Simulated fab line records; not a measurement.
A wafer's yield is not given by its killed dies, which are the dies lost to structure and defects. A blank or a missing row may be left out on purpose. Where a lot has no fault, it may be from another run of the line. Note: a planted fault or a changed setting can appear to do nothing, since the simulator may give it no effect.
Comparing a struck lot with a sound one	flow n5Finfet	37 out of 1938 route steps
Sound: these wafers, L106.1, L106.3, L106.6. Struck: wafer L120.6. (L120.1, L120.5 of the same lot were not struck and are left out.) The cause comes at the end.
For every step that has rows: the tool of each side, followed by ch and its chambers, followed by its first start. Under that, the readings that differ: sound wafers	struck wafers	difference of the means	sigmas: that difference in standard deviations of wafers without a fault.
alike: a reading whose means differ by less than 2 such deviations, as well as words and numbers matching on both sides. not compared: withheld readings; readings where some wafer has no value; bounds like >300 that might hide an equal value; numbers whose values overlap and for which the record gives no deviation.
The two part at a step that has a row with sigmas, a row that says differs or no value, or rows on one side only. Numbers that have no deviation but don't overlap get no sigmas and don't part them. Lack of a reading on every wafer of one side parts them only where that side has two or more wafers.

first, 9 steps without rows for these wafers: N5_BEOL_M4_ANNEAL_95 (time 240 s); N5_BEOL_M4_SPUTTER_96 (material Cu, target thk 4.5 nm, time 8.29 s); N5_BEOL_M4_ECD_50 (material Cu, target thk 300 nm); N5_BEOL_M4_ANNEAL_51 (time 90 s); N5_BEOL_M4_CMP_52 (polishes, stops on SiOC, t overpolish 6.8 s, target thk 40 nm); N5_BEOL_M4_PRE_CLEAN_60 (time 15 s); N5_BEOL_M4_CO_CAP_55 (material Co, precursor CCTBA/H2, target thk 2 nm, time 102.1 s); N5_BEOL_M4_PRE_CLEAN_56 (time 15 s); N5_BEOL_M4_DEP_57 (deposits SiCN from 3MS/NH3, target thk 8 nm, time 14 s).
N5_BEOL_M4_RC_MEAS_101:
  sound on prober-02 ch 0, day 11 10:33; struck on prober-02 ch 0, day 15 03:20
  alike: DIBL_N, DIBL_P, IOFF_N, IOFF_P, ION_N, ION_P, SS_N, SS_P, VT_N, VT_P
then, 24 steps without rows for these wafers: N5_BEOL_M5_ILD_DEP_00 (deposits SiCOH lowk from DEMS/porogen, target thk 140.64 nm, time 25.9 s); N5_BEOL_M5_CURE_79 (cures SiCOH lowk, time 240 s); N5_BEOL_M5_PECVD_70 (deposits SiO2 from TEOS/O2, target thk 16 nm, time 18 s); N5_BEOL_M5_HM_DEP_02 (deposits TiN, target thk 20 nm); N5_BEOL_M5_COAT_59 (time 60 s, resist thk 60 nm); N5_BEOL_M5_COAT_60 (time 60 s, resist thk 12 nm); N5_BEOL_M5_COAT_71 (time 60 s, resist thk 5 nm); N5_BEOL_M5_COAT_05 (resist thk 30 nm); N5_BEOL_M5_EBR_07; N5_BEOL_M5_SOFTBAKE_06 (time 60 s); N5_BEOL_M5_EXPOSE_08 (exposes mask M5, target cd 28 nm); N5_BEOL_M5_PEB_09 (peb time 60 s); N5_BEOL_M5_DEVELOP_10 (develop time 30 s); N5_BEOL_M5_DESCUM_16 (chemistry O2, time 7 s); N5_BEOL_M5_ETCH_72 (etches underlayer in N2/H2, target depth 6.5 nm, time 5.2 s); N5_BEOL_M5_ETCH_61 (etches SiARC in CF4, target depth 15.6 nm, time 26 s); N5_BEOL_M5_ETCH_62 (etches SOC in N2/H2, target depth 75 nm, overetch 15 nm, time 112.5 s); N5_BEOL_M5_STRIP_63 (strips in N2/H2); N5_BEOL_M5_STRIP_73 (strips in N2/H2); N5_BEOL_M5_STRIP_64 (strips in CF4); N5_BEOL_M5_HM_OPEN_17 (chemistry Cl2/BCl3, target TiN, target depth 20 nm, overetch 6 nm); N5_BEOL_M5_STRIP_19 (strips in O2); N5_BEOL_M5_COAT_65 (time 60 s, resist thk 60 nm); N5_BEOL_M5_COAT_66 (time 60 s, resist thk 12 nm).
-- record jumps: 2 days separate the struck wafers' starts on either side; left off in module BEOL_M5, taken up again in module BEOL_M10, whose first shown step is the route's number 1470 --
N5_BEOL_M10_ILD_DEP_00: deposits SiCOH lowk from DEMS/porogen, target thk 308.51 nm, time 58 s.
  sound on pecvd-04 ch 0,1, day 13 09:52; struck on pecvd-04 ch 0, day 17 05:45
  alike: heaterPowerW, showerheadPlenumPTorr, throttleValvePct
  not compared: sinceWetCleanH
N5_BEOL_M10_THK_MEAS_01:
  struck on filmMetro-02, day 17 07:07; sound on filmMetro-02, day 13 10:28
reading	sound	struck	difference	sigmas
M10_ILD_THK (nm)	264 271 274	225	-45	-10
-- record jumps: 4 days separate the struck wafers' starts on either side; left off in module BEOL_M10, taken up again in module PASSIVATION, whose first shown step is the route's number 1936 --
N5_PASSIVATION_PROBE_49:
  struck on prober-01, day 21 02:02; sound on prober-02, day 15 12:09
reading	sound	struck	difference	sigmas
killed_at_M0_to_M3	59 36 71	27	-28	-3
killed_at_M4_up	13 21 21	50	+32	+6
killedOnRim	20 17 24	50	+30	+7
killedOpen	88 88 110	55	-40	-3
sort_bin_5_function (%)	7.4 6.4 7.9	3.7	-3.5	-4
  alike: defectLimitedYield, killedAtContacts, killedAtFrontEnd, killedAtOther, killedDies, killedShort, sort_bin_4_leakage, sort_bin_6_memory, sortNPass, sortYieldPct

## WHERE THEY PART
Earliest at N5_BEOL_M10_THK_MEAS_01; latest, in this record, at N5_PASSIVATION_PROBE_49.

WHY: the cause the simulator had injected
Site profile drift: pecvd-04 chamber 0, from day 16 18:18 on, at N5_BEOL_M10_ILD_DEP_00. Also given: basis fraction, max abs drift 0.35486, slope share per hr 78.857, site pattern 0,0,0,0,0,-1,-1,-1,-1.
